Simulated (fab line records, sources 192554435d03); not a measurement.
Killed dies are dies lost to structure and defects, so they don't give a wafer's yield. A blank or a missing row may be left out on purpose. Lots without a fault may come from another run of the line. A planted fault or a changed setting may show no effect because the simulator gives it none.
A struck lot beside a sound one | flow n5_finfet | 15 steps out of a route of 1938
Sound: wafers L153.1, L153.2, L153.5. Struck: wafers L150.5, L150.6. (L150.4 of the same lot was not struck and is left out.) The cause comes at the end.
At each step with rows: each side's tool, then ch and its chambers, then its first start. Under that, the readings that differ: sound wafers | struck wafers | difference of the means | sigmas: that difference in standard deviations of wafers without a fault.
alike: readings whose means differ by less than 2 such deviations, and words and numbers that are the same on both sides. not compared: withheld readings, readings that some wafer has no value for, bounds like >300 that may hide the same value, and numbers for which the record gives no deviation and whose values overlap.
The two part at a step that has a row with sigmas, a row that says differs or no value, or rows on one side only. Numbers that don't overlap but have no deviation are shown without sigmas and don't part them. A reading that every wafer of one side lacks parts them only if that side has two wafers or more.

first, 3 steps without rows for these wafers: N5_HKMG_FIN_ETCH_86 (etches SOC in N2/H2, stops on TiN, target depth 393.2 nm); N5_HKMG_FIN_STRIP_89 (strips SOC in N2/H2, time 20 s); N5_HKMG_FIN_WET_ETCH_87 (etches TiN in SC1, time 154.2 s, target depth 4.7 nm, rinse time 30 s).
N5_HKMG_FIN_STRIP_88: strips in N2/H2, time 360 s.
  sound on plasma_asher-01 ch 0,1, day 8 00:48; struck on plasma_asher-01 ch 0,1, day 7 06:00
  alike: drypump_motor_current_A, h2_flow_sccm, heater_power_w
  not compared: rf_hours_counter_h
then, 1 step without rows for these wafers: N5_HKMG_FIN_NWFM_ALD_20 (deposits TiAlC, target thk 2 nm, pulse time 3 s, purge time 2 s).
N5_HKMG_FIN_ALD_71: deposits TiN, target thk 1 nm, pulse time 1 s, purge time 3 s.
  sound on ald_metal-04 ch 0,2, day 8 01:17; struck on ald_metal-03 ch 2,3, day 7 06:29
  alike: chamber_pressure_Torr, heater_power_w, precursor_pulse_height_rel
  not compared: ald_cycles
then, 1 step without rows for these wafers: N5_HKMG_FIN_COAT_66 (time 60 s, resist thk 300 nm).
N5_HKMG_FIN_ETCH_67: etches SOC in N2/H2, stops on TiN, target depth 388.9 nm.
  sound on rie_diel-02 ch 0,1,3, day 8 01:38; struck on rie_diel-01 ch 1,2, day 7 06:44
  alike: drypump_motor_current_A, h2_flow_sccm, oes_product_au, rf_vpp_V, showerhead_plenum_p_Torr, throttle_valve_pct
  not compared: rf_hours_counter_h
then, 2 steps without rows for these wafers: N5_HKMG_FIN_STRIP_90 (strips SOC in N2/H2, time 20 s); N5_HKMG_FIN_WET_ETCH_73 (etches the open film in SC1, time 42.3 s, target depth 1.3 nm, rinse time 30 s).
N5_HKMG_FIN_ETCHBACK_68: etches the open film in Cl2/Ar, stops on HfO2, target depth 0.5 nm.
  sound on rie_metal-03 ch 0,1, day 8 01:51; struck on rie_metal-03 ch 0,1, day 7 07:02
  alike: drypump_motor_current_A, oes_product_au, throttle_valve_pct
  not compared: rf_hours_counter_h
then, 1 step without rows for these wafers: N5_HKMG_FIN_STRIP_69 (strips in N2/H2, time 360 s).
N5_HKMG_FIN_ALD_21: deposits TiN, target thk 1.5 nm, pulse time 1 s, purge time 3 s.
  sound on ald_metal-02 ch 0,1,3, day 8 02:25; struck on ald_metal-04 ch 0,1, day 7 07:33
  reading                                  | sound       | struck | difference | sigmas
  ald_cycles                               | 68 68 68    | 88 88  | +20        |
  model.TiN_of_HKMG_FIN_ALD_21.thk_nm (nm) | 1.6 1.6 1.6 | 2 2    | +0         |
  alike: chamber_pressure_Torr, heater_power_w, precursor_pulse_height_rel
N5_HKMG_FIN_ALD_72: deposits W, target thk 2 nm, pulse time 1 s, purge time 2 s.
  sound on cvd_w-02 ch 0,1, day 8 02:46; struck on cvd_w-02 ch 0,1, day 7 07:56
  alike: chamber_pressure_Torr, heater_power_w, precursor_pulse_height_rel
  not compared: ald_cycles
-- the record jumps here: 4 days lie between the struck wafers' starts before and after (it left off in module HKMG_FIN and takes up again in module BEOL_M4, whose first step shown is number 1111 of the route) --
N5_BEOL_M4_RC_MEAS_101:
  sound on prober-01 ch 0, day 12 03:58; struck on prober-01 ch 0, day 11 05:40
  alike: DIBL_N, DIBL_P, IOFF_N, IOFF_P, ION_N, ION_P, SS_N, SS_P, VT_N, VT_P

WHERE THEY PART
Nowhere in this record.

WHY: what the simulator had put in
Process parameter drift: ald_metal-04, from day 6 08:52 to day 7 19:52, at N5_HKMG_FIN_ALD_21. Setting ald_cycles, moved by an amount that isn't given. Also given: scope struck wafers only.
